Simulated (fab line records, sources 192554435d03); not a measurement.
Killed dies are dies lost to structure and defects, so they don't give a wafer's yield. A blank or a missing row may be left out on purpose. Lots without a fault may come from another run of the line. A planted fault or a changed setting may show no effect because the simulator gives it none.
fab line records | flow n5_finfet
record lots=10 wafers=29 last_day=17
route steps=1938 shown WELL_APT@56 PMOS_HMC_CHANNEL_EPI@62 BEOL_M4@1111 PASSIVATION@1936
lots that met no fault: from a run of the same line without faults
start_h: hours from the record's first day to the start of the lot's first wafer shown | wait_h: hours since the lot's step before | " the same as in the row above | L1.1+2: a row that stands for several wafers | - no value, or no start given | * or withheld: withheld | < > ~ a bound
route shown NAME@n: a module of which the file shows steps, and the number in the route of the first | usual: mean/standard deviation of fault-free wafers | same: alike in all rows | chamber/n: place in a boat | sites: the reading at each site | _std_site: their standard deviation | _edge_site: outer sites' mean less inner sites' | radius_mm: how far each site lies from the wafer's centre | mask NAME#n: copy n | behind: the tool/chamber that last shaped the wafer | hold: why the lot was held/for how many hours/how that ended | device: the transistor (n, p or np) that didn't switch | end of line: the same wafers' tests at the end of the route | a step without rows: its recipe alone | killed: dies lost to structure and defects at the first sort, not the wafer's yield | map: a wafer's dies, x killed, . not, _ none there
set.NAME: the setting as run; set.NAME@STEP: as run at that earlier step | model.NAME: the simulator's own value behind a step, which no gauge read
steps of the route over a sample of lots; a table a step, a row a wafer
services: from which hour (start_h, from the record's first day; less than 0 if before it) a tool's chamber was out of use, for how many hours, and why
## steps
# step N5_WELL_APT_INSPECT_38
# recipe inspect_instrument=darkfield mode=post_epi
# usual raw_defect_count=13/5.5
# columns lot.wafer tool chamber start_h wait_h raw_defect_count
L591.1 defect_inspect-01 - 34.63 0.6 11
L591.4 " - " " 14
L591.5 " - " " 6
L592.3 defect_inspect-01 - 41.04 0.3 15
L592.4 " - " " 16
L592.5 " - " " 12
L595.1 defect_inspect-01 - 58.54 0.5 10
L595.3 " - " " 3
L595.4 " - " " 8
L596.2 defect_inspect-02 - 64.86 0.6 12
L596.4 " - " " 13
L596.5 " - " " 10
L597.4 defect_inspect-01 - 71.76 0.3 11
L597.5 " - " " 5
L599.2 defect_inspect-01 - 82.83 0.6 11
L599.3 " - " " 6
L599.4 " - " " 12
L601.1 defect_inspect-02 - 95.36 0.9 7
L601.5 " - " " 17
L601.6 " - " " 16
L602.1 defect_inspect-02 - 101.45 0.5 10
L602.2 " - " " 11
L602.5 " - " " 13
L604.2 defect_inspect-02 - 112.66 0.4 2
L604.3 " - " " 13
L604.5 " - " " 10
L610.2 defect_inspect-02 - 149.07 0.6 9
L610.4 " - " " 6
L610.5 " - " " 8
# step N5_PMOS_HMC_CHANNEL_EPI_EXPOSE_06
# recipe mask_id=PMOS_HMC_BLK na=1.35 source_shape=conventional sigma_outer=0.8 polarization=unpolarized target_cd_nm=240 dose_mj=41
# same na=1.35
# columns lot.wafer tool chamber start_h wait_h mask
L591.1+4+5 arfi_scanner-03 0 34.95 - PMOS_HMC_BLK#0
L592.3+4+5 arfi_scanner-03 0 41.24 - PMOS_HMC_BLK#0
L595.1+3+4 arfi_scanner-01 0 58.86 - PMOS_HMC_BLK#0
L596.2+4+5 arfi_scanner-03 0 65.18 - PMOS_HMC_BLK#0
L597.4+5 arfi_scanner-02 0 72.09 - PMOS_HMC_BLK#0
L599.2+3+4 arfi_scanner-01 0 83.15 - PMOS_HMC_BLK#0
L601.1+5+6 arfi_scanner-01 0 95.55 - PMOS_HMC_BLK#0
L602.1+2+5 arfi_scanner-01 0 101.64 - PMOS_HMC_BLK#0
L604.2+3+5 arfi_scanner-02 0 112.85 - PMOS_HMC_BLK#0
L610.2+4+5 arfi_scanner-03 0 149.39 - PMOS_HMC_BLK#0
# step N5_PMOS_HMC_CHANNEL_EPI_CD_MEAS_09
# recipe target_cd_nm=237.4 landing_energy_ev=500 detector=se_inlens
# usual cd_nm=236.8/0.9
# columns lot.wafer tool chamber start_h wait_h cd_nm
L591.1 cd_sem-01 0 35.07 - 236.3
L591.4 " 0 " " 235.6
L591.5 " 0 " " 235.7
L592.3 cd_sem-02 0 41.35 - 236.9
L592.4 " 0 " " 237.3
L592.5 " 0 " " 237.6
L595.1 cd_sem-01 0 58.98 - 236.7
L595.3 " 0 " " 236.2
L595.4 " 0 " " 236.1
L596.2 cd_sem-01 0 65.30 - 236.7
L596.4 " 0 " " 236.3
L596.5 " 0 " " 236.2
L597.4 cd_sem-01 0 72.20 - 238.1
L597.5 " 0 " " 237.5
L599.2 cd_sem-03 0 83.27 - 237.3
L599.3 " 0 " " 236.6
L599.4 " 0 " " 237.9
L601.1 cd_sem-02 0 95.67 - 260.7
L601.5 " 0 " " 238.1
L601.6 " 0 " " 262.1
L602.1 cd_sem-03 0 101.77 - 259.5
L602.2 " 0 " " 237.3
L602.5 " 0 " " 235.9
L604.2 cd_sem-02 0 112.97 - 237.6
L604.3 " 0 " " 237.2
L604.5 " 0 " " 238.3
L610.2 cd_sem-01 0 149.51 - 237.1
L610.4 " 0 " " 236.1
L610.5 " 0 " " 238.0
# step N5_PMOS_HMC_CHANNEL_EPI_STRIP_33
# recipe chemistry=N2/H2 power_w=500 temp_c=40 pressure_mtorr=50 rf_frequency_hz=6e+07 overash_fraction=0.3 bias_power_w=8 h2_frac=0.5 n2_flow_sccm=300 h2_flow_sccm=300
# usual drypump_motor_current_A=5.9/0.43 oes_product_au=0.78/0.07 rf_vpp_V=54.1/1.6 showerhead_plenum_p_Torr=3.37/0.12 throttle_valve_pct=19.0/0.34
# columns lot.wafer tool chamber start_h wait_h drypump_motor_current_A oes_product_au rf_hours_counter_h rf_vpp_V showerhead_plenum_p_Torr throttle_valve_pct
L591.1 rie_diel-05 3 35.29 0.0 5.2 0.71 206 50.8 3.21 19.2
L591.4 " 0 " " 6.8 0.90 53 53.2 3.54 18.6
L591.5 " 1 " " 5.4 0.82 - 55.2 3.24 18.5
L592.3 rie_diel-06 0 41.57 0.0 5.8 0.73 198 56.8 3.46 19.3
L592.4 " 1 " " 6.4 0.79 109 55.4 3.54 19.7
L592.5 " 0 " " 5.8 0.72 - 53.7 3.46 19.2
L595.1 rie_diel-03 3 59.38 0.0 5.7 0.75 152 53.8 3.35 18.7
L595.3 " 2 " " 6.1 0.74 190 52.3 3.47 19.1
L595.4 " 0 " " 5.9 0.85 61 53.4 3.42 19.0
L596.2 rie_diel-03 2 65.52 0.0 6.1 0.73 191 55.8 3.47 19.0
L596.4 " 0 " " 5.9 0.86 63 56.7 3.42 19.0
L596.5 " 3 " " 5.7 0.76 - 51.8 3.35 18.7
L597.4 rie_diel-06 2 72.45 0.0 5.5 0.73 198 53.3 3.19 19.1
L597.5 " 0 " " 5.8 0.73 - 52.1 3.46 19.3
L599.2 rie_diel-05 3 83.61 0.0 5.2 0.68 221 53.9 3.20 19.2
L599.3 " 0 " " 6.8 0.86 66 56.6 3.53 18.6
L599.4 " 2 " " 5.0 0.94 5 54.9 3.32 19.5
L601.1 rie_diel-05 3 95.97 0.0 5.1 0.67 224 54.3 3.20 19.2
L601.5 " 0 " " 6.8 0.86 - 54.8 3.53 18.6
L601.6 " 3 " " 5.2 0.69 - 54.7 3.20 19.2
L602.1 rie_diel-06 0 101.99 0.0 5.8 0.73 216 56.4 3.45 19.3
L602.2 " 2 " " 5.5 0.73 208 55.1 3.18 19.1
L602.5 " 3 " " 5.9 0.89 - 54.4 3.29 18.7
L604.2 rie_diel-03 2 113.51 0.0 6.1 0.73 206 51.3 3.47 19.0
L604.3 " 3 " " 5.7 0.72 169 56.2 3.34 18.7
L604.5 " 2 " " 6.2 0.71 - 53.0 3.47 19.1
L610.2 rie_diel-03 2 149.97 0.0 6.1 0.71 218 56.9 3.46 19.1
L610.4 " 3 " " 5.7 0.73 180 54.6 3.34 18.7
L610.5 " 3 " " 5.7 0.73 - 55.0 3.34 18.7
# step N5_PMOS_HMC_CHANNEL_EPI_THK_MEAS_22
# recipe reads=SiGe30_of_PMOS_HMC_CHANNEL_EPI_EPI_20
# usual HMC_CMP_THK=53.7/1
# columns lot.wafer tool chamber start_h wait_h HMC_CMP_THK[nm]
L591.1 film_metro-02 - 37.83 - 53.4
L591.4 " - " " 52.8
L591.5 " - " " 53.7
L592.3 film_metro-02 - 44.30 - 52.3
L592.4 " - " " 52.6
L592.5 " - " " 53.5
L595.1 film_metro-02 - 61.53 - 52.7
L595.3 " - " " 55.7
L595.4 " - " " 53.7
L596.2 film_metro-01 - 68.05 - 53.2
L596.4 " - " " 52.7
L596.5 " - " " 52.3
L597.4 film_metro-01 - 74.83 - 53.9
L597.5 " - " " 54.1
L599.2 film_metro-01 - 86.14 - 55.3
L599.3 " - " " 54.0
L599.4 " - " " 54.3
L601.1 film_metro-02 - 98.09 - 53.7
L601.5 " - " " 53.7
L601.6 " - " " 54.0
L602.1 film_metro-02 - 104.51 - 53.4
L602.2 " - " " 53.9
L602.5 " - " " 52.8
L604.2 film_metro-02 - 116.04 - 53.8
L604.3 " - " " 53.7
L604.5 " - " " 54.4
L610.2 film_metro-02 - 152.50 - 53.0
L610.4 " - " " 51.9
L610.5 " - " " 53.6
# step N5_BEOL_M4_RC_MEAS_101
# usual DIBL_N=36.1/1.6 DIBL_P=35.8/2.1 IOFF_N=0.16/0.031 IOFF_P=0.21/0.034 ION_N=673/12 ION_P=461/7.2 SS_N=71.4/0.59 SS_P=73.3/0.63 VT_N=250/3.1 VT_P=-250/3.3
# columns lot.wafer tool chamber start_h wait_h DIBL_N[mV/V] DIBL_P[mV/V] IOFF_N[nA/um] IOFF_P[nA/um] ION_N[uA/um] ION_P[uA/um] SS_N[mV/dec] SS_P[mV/dec] VT_N[mV] VT_P[mV]
L591.1 prober-02 0 180.90 0.0 34.4 35.0 0.13 0.17 658 451 70.6 73.4 253 -252
L591.4 " 0 " " 36.0 36.9 0.16 0.21 686 467 71.6 73.6 250 -251
L591.5 " 0 " " 36.2 36.9 0.16 0.20 670 457 71.4 73.9 250 -253
L592.3 prober-02 0 201.06 0.3 36.3 36.9 0.17 0.21 683 459 71.6 73.3 250 -253
L592.4 " 0 " " 36.1 37.0 0.17 0.21 677 457 71.6 73.4 249 -253
L592.5 " 0 " " 38.2 39.6 0.23 0.27 687 465 72.3 74.0 243 -249
L595.1 prober-01 0 215.10 0.0 37.1 35.6 0.18 0.23 691 465 72.0 73.1 247 -249
L595.3 " 0 " " 35.8 34.7 0.14 0.21 671 461 71.1 73.3 250 -247
L595.4 " 0 " " 37.0 35.9 0.17 0.24 683 471 72.0 73.2 247 -245
L596.2 prober-01 0 228.16 0.2 38.0 38.3 0.17 0.26 679 480 72.0 73.9 250 -244
L596.4 " 0 " " 37.3 35.4 0.14 0.21 660 458 71.1 73.1 249 -249
L596.5 " 0 " " 36.9 35.4 0.14 0.21 664 462 71.9 72.7 253 -248
L597.4 prober-02 0 233.98 0.5 36.4 35.5 0.14 0.18 667 453 70.6 73.6 251 -253
L597.5 " 0 " " 36.4 36.1 0.15 0.21 668 454 70.6 73.7 251 -251
L599.2 prober-01 0 246.21 0.2 34.2 34.8 0.14 0.20 666 463 70.9 72.3 250 -249
L599.3 " 0 " " 34.6 36.0 0.15 0.21 688 478 71.3 72.5 248 -250
L599.4 " 0 " " 36.7 36.9 0.18 0.21 687 471 71.7 73.6 247 -254
L602.1 prober-02 0 253.84 0.0 37.1 36.5 0.18 0.21 686 469 72.0 73.1 246 -251
L602.2 " 0 " " 35.9 36.2 0.16 0.21 676 464 71.6 73.7 247 -252
L602.5 " 0 " " 36.5 36.0 0.17 0.21 678 460 71.8 73.5 248 -252
L601.1 prober-01 0 255.55 0.0 37.8 38.7 0.20 0.28 680 468 71.4 73.7 248 -247
L601.5 " 0 " " 34.7 34.4 0.13 0.20 676 463 71.5 73.3 253 -250
L601.6 " 0 " " 35.8 36.0 0.15 0.23 672 462 71.4 73.7 249 -250
L604.2 prober-01 0 274.79 0.2 39.4 40.5 0.22 0.24 695 470 71.8 73.8 246 -250
L604.3 " 0 " " 37.6 38.6 0.17 0.22 674 462 71.2 73.7 247 -251
L604.5 " 0 " " 39.6 40.6 0.23 0.25 690 462 71.9 74.8 245 -252
L610.2 prober-02 0 301.17 0.2 33.8 31.7 0.11 0.18 650 464 70.8 71.4 253 -249
L610.4 " 0 " " 39.8 39.0 0.26 0.31 699 474 71.7 73.9 241 -241
L610.5 " 0 " " 37.5 36.7 0.18 0.27 690 471 71.7 73.3 244 -244
# step N5_PASSIVATION_PROBE_49
# usual defect_limited_yield=91.0/1.5 killed_at_M0_to_M3=35/11 killed_at_M4_up=13/6 killed_at_contacts=14/6.5 killed_at_front_end=40/12 killed_at_other=4/3.4 killed_dies=106/18 killed_open=68/14 killed_short=35/7.7 sort_bin_5_function=5.2/0.98 sort_bin_6_memory=3.4/0.72 sort_n_pass=1074/18 sort_yield_pct=91.0/1.5
# same gross_dies=1180 killed_at_back_side=0 sort_bin_4_leakage[%]=0 sort_bin_8_speed[%]=0
# columns lot.wafer tool chamber start_h wait_h defect_limited_yield[%] killed_at_M0_to_M3 killed_at_M4_up killed_at_contacts killed_at_front_end killed_at_other killed_dies killed_open killed_short sort_bin_5_function[%] sort_bin_6_memory[%] sort_n_pass sort_yield_pct[%]
L602.1 prober-01 - 366.52 0.0 92.4 32 18 10 28 2 90 58 25 4.5 2.5 1090 92.4
L601.1 prober-02 - 366.57 0.0 90.3 29 23 14 47 1 114 77 29 5.1 3.6 1066 90.3
L601.6 prober-02 - 366.82 0.3 88.3 23 27 17 68 3 138 74 49 6.5 3.7 1042 88.3
# killed by level:class
L602.1 BEOL_M0_SAQP:geometric_particle:open=10 MOL_CONTACT_COAG:geometric_particle:open=9 BEOL_M1:geometric_particle:open=8 BEOL_M0_SAQP:geometric_particle:short=6 STI_FIN_REVEAL:geometric_particle:open=5 PMOS_HMC_CHANNEL_EPI:area_expose=5 BEOL_M6:geometric_particle:open=4 BEOL_M5:geometric_particle:open=4
L601.1 MOL_CONTACT_COAG:geometric_particle:open=12 BEOL_M1:geometric_particle:open=12 DUMMY_GATE:geometric_particle:open=9 BEOL_M4:geometric_particle:open=7 PMOS_HMC_CHANNEL_EPI:area_expose=7 STI_FIN_REVEAL:geometric_particle:open=6 FIN_SAQP:geometric_particle:open=4 STI_FIN_REVEAL:geometric_particle:short=4
L601.6 FIN_SAQP:geometric_particle:short=17 PMOS_HMC_CHANNEL_EPI:area_expose=14 MOL_CONTACT_COAG:geometric_particle:open=13 BEOL_M4:geometric_particle:open=11 STI_FIN_REVEAL:geometric_particle:open=8 GATE_CUT:geometric_particle:open=7 BEOL_M0_SAQP:geometric_particle:open=7 BEOL_M4:geometric_particle:short=6
## services
# columns tool chamber start_h hours kind
arfi_scanner-02 - 20.21 3.9 pm
rie_diel-05 0 28.35 1.7 repair
arfi_scanner-01 - 31.30 4.9 pm
arfi_scanner-03 - 42.36 0.8 pm
rie_diel-05 1 44.15 5.6 repair
arfi_scanner-01 - 46.25 0.4 repair
arfi_scanner-01 - 50.51 0.8 pm
arfi_scanner-02 - 55.67 1.0 pm
arfi_scanner-01 - 60.54 1.3 pm
rie_diel-05 0 62.71 3.0 repair
arfi_scanner-01 - 64.28 1.0 pm
arfi_scanner-02 - 67.08 0.8 pm
arfi_scanner-01 - 67.73 1.9 repair
rie_diel-06 1 79.24 2.5 repair
rie_diel-06 3 91.35 10.4 repair
arfi_scanner-01 - 100.86 0.7 repair
arfi_scanner-03 - 103.70 1.3 pm
arfi_scanner-02 - 107.55 1.3 pm
rie_diel-03 1 111.25 11.3 repair
arfi_scanner-03 - 113.17 1.0 pm
rie_diel-05 1 140.23 4.2 repair
arfi_scanner-01 - 141.16 1.0 pm
rie_diel-05 0 144.19 3.1 repair
arfi_scanner-03 - 148.88 0.2 repair
## key
first_sign step=N5_PMOS_HMC_CHANNEL_EPI_CD_MEAS_09 reading=cd_nm direction=up sigmas=27 usual=236.8 struck=260.8
effect none on later readings
met_at N5_PMOS_HMC_CHANNEL_EPI_EXPOSE_06
struck_lots L601,L602
struck_wafers L601.1,L601.6,L602.1
not_acting_at N5_WELL_APT_INSPECT_38,N5_PMOS_HMC_CHANNEL_EPI_STRIP_33,N5_PMOS_HMC_CHANNEL_EPI_THK_MEAS_22
onset_between 83.15 95.55
fault kind=process_parameter_drift tool=arfi_scanner-01 chamber=- onset_h=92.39 steps=N5_PMOS_HMC_CHANNEL_EPI_EXPOSE_06 channel=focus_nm offset=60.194 shape=step end_h=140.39 scope=struck_wafers_only
